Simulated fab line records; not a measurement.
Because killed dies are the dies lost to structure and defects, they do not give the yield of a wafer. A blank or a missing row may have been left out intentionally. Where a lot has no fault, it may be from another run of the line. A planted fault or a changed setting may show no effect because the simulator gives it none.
Chamber matching | flow nandHarc | 4 sister chambers for NHARC_P_M0_ETCH_34 on rieDiel-09
The step etches the open film in N2/H2, target depth 40 nm, overetch 12 nm, time 43.94 s. 4 wafers are shown with their chamber, then 12 later ones without.

WAFERS WITH THEIR CHAMBER
wafer  | chamber | drypumpMotorCurrentA (A)
L089.6 | 2       | 6.4
L090.1 | 1       | 5.6
L090.4 | 0       | 6.4
L090.6 | 3       | 5.7

WAFERS WITH NO CHAMBER GIVEN
wafer  | drypumpMotorCurrentA (A)
L092.3 | 5.7
L092.4 | 6.3
L092.5 | 5.7
L093.1 | 5.6
L093.2 | 5.7
L093.3 | 6.3
L095.3 | 5.6
L095.5 | 6.3
L095.6 | 5.6
L097.3 | 6.4
L097.5 | 5.6
L097.6 | 6.4

EACH ONE'S CHAMBER
wafer  | from the rows above     | in truth
L092.3 | 3                       | 3
L092.4 | can't be placed: 0 or 2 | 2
L092.5 | 3                       | 3
L093.1 | 1                       | 1
L093.2 | 3                       | 3
L093.3 | can't be placed: 0 or 2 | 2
L095.3 | 1                       | 1
L095.5 | can't be placed: 0 or 2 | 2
L095.6 | 1                       | 1
L097.3 | can't be placed: 0 or 2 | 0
L097.5 | 1                       | 1
L097.6 | can't be placed: 0 or 2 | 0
Correctly placed: 7 of 12. Can't be placed from these rows: 5 (the true chamber is among the candidates in 5). Number placed wrongly: 0.
How it was worked out, from the rows above alone: a wafer's distance from a chamber is the root of the sum, over the readings, of the square of ((its reading less the chamber's mean) divided by the reading's scatter). The wafer belongs to the nearest chamber; if the next one is less than 2 further off, it can't be placed. Each chamber's mean is taken over the wafers shown for it. The scatter: root of mean squared gap, hidden wafer to nearest shown wafer, with one shown wafer a chamber.
